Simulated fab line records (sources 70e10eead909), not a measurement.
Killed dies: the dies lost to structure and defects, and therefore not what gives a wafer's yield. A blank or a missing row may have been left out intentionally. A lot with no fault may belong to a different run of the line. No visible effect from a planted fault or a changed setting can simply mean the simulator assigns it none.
Problem report in the 8D (eight disciplines) form, filled by code | flow nandHarc | the parts of the form that need people (team, actions taken, sign-off) are left out

1. WHAT WENT WRONG
heaterPowerTotalW at NHARC_P_M1_SOFTBAKE_04 reads a mean of 178.46 W on 6 wafers of 2 lots; wafers without a fault read 188.44 W with a standard deviation of 0.12. That puts it -83 standard deviations away from the usual mean.
The step: time 55 s.
Seen first at day 7 14:00 on lithoTrack-04, wafer L153.1. Wafers with a number at this step in the record: 18, from 6 lots. By rule, "out" or "out of limits" means more than 4 standard deviations away from the usual mean. The rest of the wafers with a number are treated as sound.

2. WHAT THIS IS AND IS NOT
question                    | is                     | is not
which readings at this step | heaterPowerTotalW      | plateTempC
which lots                  | L153, L155             | L150, L162, L165, L167
which wafers of those lots  | all that have a number | -
read on which tools         | lithoTrack-04          | lithoTrack-01, lithoTrack-06
when                        | from day 7 14:00       | up to then (3 sound wafers); but 9 sound wafers of L162, L165, L167 came after

3. THE SUSPECTS, EACH WITH WHAT RULES IT OUT
Counting: a tool at any process step up to the reading remains a suspect when it ran all the lots that are out and ran no sound lot after the first of those.
- cmp-04 at NHARC_P_M0_CMP_23 (polishes, t overpolish 20 s, target thk 117.53 nm): kept. It ran every lot that is out, first L153 (day 7 12:50), and no sound lot after that.
- lithoTrack-04 at NHARC_P_M1_SOFTBAKE_04 (time 55 s): kept. Every lot that is out went through it, starting with L153 (day 7 14:00), and after that it ran no sound lot; the last sound lot it ran before then is L150 (day 6 17:00). Out on those wafers are its own readings of heaterPowerTotalW.
Left after counting: cmp-04 at NHARC_P_M0_CMP_23, lithoTrack-04 at NHARC_P_M1_SOFTBAKE_04.

4. THE CAUSE (what the simulator had put in)
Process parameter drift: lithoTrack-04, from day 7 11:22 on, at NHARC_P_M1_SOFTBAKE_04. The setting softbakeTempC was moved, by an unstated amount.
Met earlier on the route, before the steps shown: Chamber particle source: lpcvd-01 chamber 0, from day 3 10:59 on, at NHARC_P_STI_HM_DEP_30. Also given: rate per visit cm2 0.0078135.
Counting left 2 suspects, and this tool is among them.

5. THE CHAIN OF EFFECTS, in route order
One row per reading whose mean, taken over the struck wafers that have a number, lies over 3 standard deviations from the usual. Only readings for which the record gives a usual standard deviation are gone through. hours: the time from each lot's start at the first step in this table that gives one to its start at this step, as a median over the lots. sigmas: the change in usual standard deviations.
hours | step                   | reading           | usual    | on struck wafers | change | sigmas
0     | NHARC_P_M1_SOFTBAKE_04 | heaterPowerTotalW | 188.44 W | 178.46           | -9.98  | -83
The process steps in it:
- NHARC_P_M1_SOFTBAKE_04: time 55 s.
At these later measuring or inspecting steps, every struck wafer for which the step has a row has a number for every such reading, and none has moved that far: NHARC_END_SORT_01.

6. WHAT WOULD HAVE CAUGHT IT SOONER
First out-of-limits reading in this record: day 7 14:00, which is 3 hours after fault onset at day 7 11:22.
